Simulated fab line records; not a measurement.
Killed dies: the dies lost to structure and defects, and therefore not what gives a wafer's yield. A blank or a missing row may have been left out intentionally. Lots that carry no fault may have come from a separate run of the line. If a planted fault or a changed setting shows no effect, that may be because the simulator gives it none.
Chamber matching    flow n5_finfet    rie_diel-03 running N5_FIN_SAQP_DESCUM_21: 4 sister chambers
The step chemistry O2, time 7.9 s. 16 wafers are shown with their chamber, then 8 later ones without.

## WAFERS WITH THEIR CHAMBER
wafer   chamber  showerhead_plenum_p_Torr (Torr)  throttle_valve_pct (%)  drypump_motor_current_A (A)
L079.1  3        2.14                             20.61                   5.6
L079.2  0        2.19                             20.67                   6.3
L079.6  2        2.01                             20.26                   6.0
L082.1  0        2.19                             20.67                   6.3
L082.2  2        2.01                             20.28                   6.0
L082.6  2        2.01                             20.27                   6.0
L083.1  0        2.19                             20.69                   6.2
L083.2  1        2.23                             20.01                   5.2
L083.5  0        2.19                             20.68                   6.3
L084.2  0        2.19                             20.68                   6.2
L084.4  1        2.23                             20.01                   5.2
L084.5  2        2.01                             20.27                   6.0
L085.1  2        2.01                             20.27                   6.0
L085.3  3        2.14                             20.61                   5.6
L085.5  1        2.23                             20.00                   5.2
L092.2  1        2.22                             20.02                   5.2

SIGNATURES, as means of the wafers listed above
reading                   chamber 0  chamber 1  chamber 2  chamber 3  scatter within a chamber
showerhead_plenum_p_Torr  2.1900     2.2275     2.0100     2.1400     0.0025
throttle_valve_pct        20.6780    20.0100    20.2700    20.6100    0.00753
drypump_motor_current_A   6.260      5.200      6.000      5.600      0.0316
Rule: distance of a wafer from a chamber = root of the sum over the readings of ((wafer's reading minus chamber's mean) / reading's scatter) squared. If the next closest chamber is less than 2 further off than the closest, the wafer can't be placed; otherwise it belongs to the closest. The scatter: take each reading less its chamber's mean, square it, sum over the shown wafers, divide by the number of wafers less the number of chambers, and take the root.

## WAFERS WITH NO CHAMBER GIVEN
wafer   showerhead_plenum_p_Torr (Torr)  throttle_valve_pct (%)  drypump_motor_current_A (A)
L092.4  2.18                             20.71                   6.3
L092.5  2.13                             20.63                   5.6
L094.2  2.22                             20.03                   5.2
L094.4  2.13                             20.63                   5.6
L094.6  2.18                             20.73                   6.3
L096.2  2.22                             20.03                   5.2
L096.4  2.00                             20.32                   6.0
L096.6  2.22                             20.05                   5.2

## WHICH CHAMBER EACH WENT THROUGH
wafer   from the rows above  in truth
L092.4  0                    0
L092.5  3                    3
L094.2  1                    1
L094.4  3                    3
L094.6  0                    0
L096.2  1                    1
L096.4  2                    2
L096.6  1                    1
Correctly placed: 8 of 8. Not placeable from these rows: 0. Placed wrongly: 0.
